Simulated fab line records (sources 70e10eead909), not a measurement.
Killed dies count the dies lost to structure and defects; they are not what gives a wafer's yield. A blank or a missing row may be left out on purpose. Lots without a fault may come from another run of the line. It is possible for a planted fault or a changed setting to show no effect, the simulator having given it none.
2 desks, one fault | flow nand_harc | each desk holds nothing but its own numbers, with what lay behind them at the end

== AT THE TOOL OWNER'S DESK: rie_diel-05 ==
The tool's own readings at NHARC_A_STAIRCASE_ETCH_21 (etches the open film in C4F8/O2, target depth 100 nm, time 40.5 s): means of the sampled wafers that have a number, for each lot that ran on this tool. If a lot's mean is further than 4 standard deviations from the usual mean, the lot is out of limits and carries the mark OUT (the distance appears in the brackets).
Columns: A = oes_product_au at NHARC_A_STAIRCASE_ETCH_21, usual 0.946 a.u.; B = rf_vpp_V at NHARC_A_STAIRCASE_ETCH_21, usual 894 V
lot  | first seen here | A     | B
L386 | day 15 14:20    | 0.964 | 895
L395 | day 20 01:03    | 0.941 | 893
L405 | day 24 00:28    | 0.945 | 896
This desk's finding: nothing out of limits on any of the 3 lots.

== THE METROLOGY DESK ==
What the gauges read for every lot (on any tool): the sampled wafers with a number, averaged. If a lot's mean is further than 4 standard deviations from the usual mean, the lot is out of limits and carries the mark OUT (the distance appears in the brackets).
Columns: A = overlay_x_nm at NHARC_HYBRID_BOND_OVL_MEAS_05, usual 0 nm; B = overlay_y_nm at NHARC_HYBRID_BOND_OVL_MEAS_05, usual 2 nm
lot  | first seen here | A   | B
L386 | day 23 10:56    | 5   | 8
L387 | day 24 10:48    | -13 | -8
L392 | day 26 05:42    | -12 | 7
L395 | day 28 21:56    | 5   | 21
L399 | day 29 09:55    | -4  | -5
L400 | day 29 17:02    | 8   | -21
L401 | day 29 17:02    | -12 | 10
L402 | day 30 07:13    | 6   | 9
L403 | day 30 22:59    | 4   | 9
L405 | day 31 20:50    | -28 | 3
L406 | day 31 20:50    | 14  | 2
L408 | day 32 10:36    | -25 | 24
L409 | day 33 18:06    | 6   | 15
This desk's finding: nothing out of limits on any of the 13 lots.

== BROUGHT TOGETHER ==
The desk of the tool owner found nothing out of limits.
The metrology desk saw nothing out of limits.

== WHAT THE SIMULATOR HAD INSERTED ==
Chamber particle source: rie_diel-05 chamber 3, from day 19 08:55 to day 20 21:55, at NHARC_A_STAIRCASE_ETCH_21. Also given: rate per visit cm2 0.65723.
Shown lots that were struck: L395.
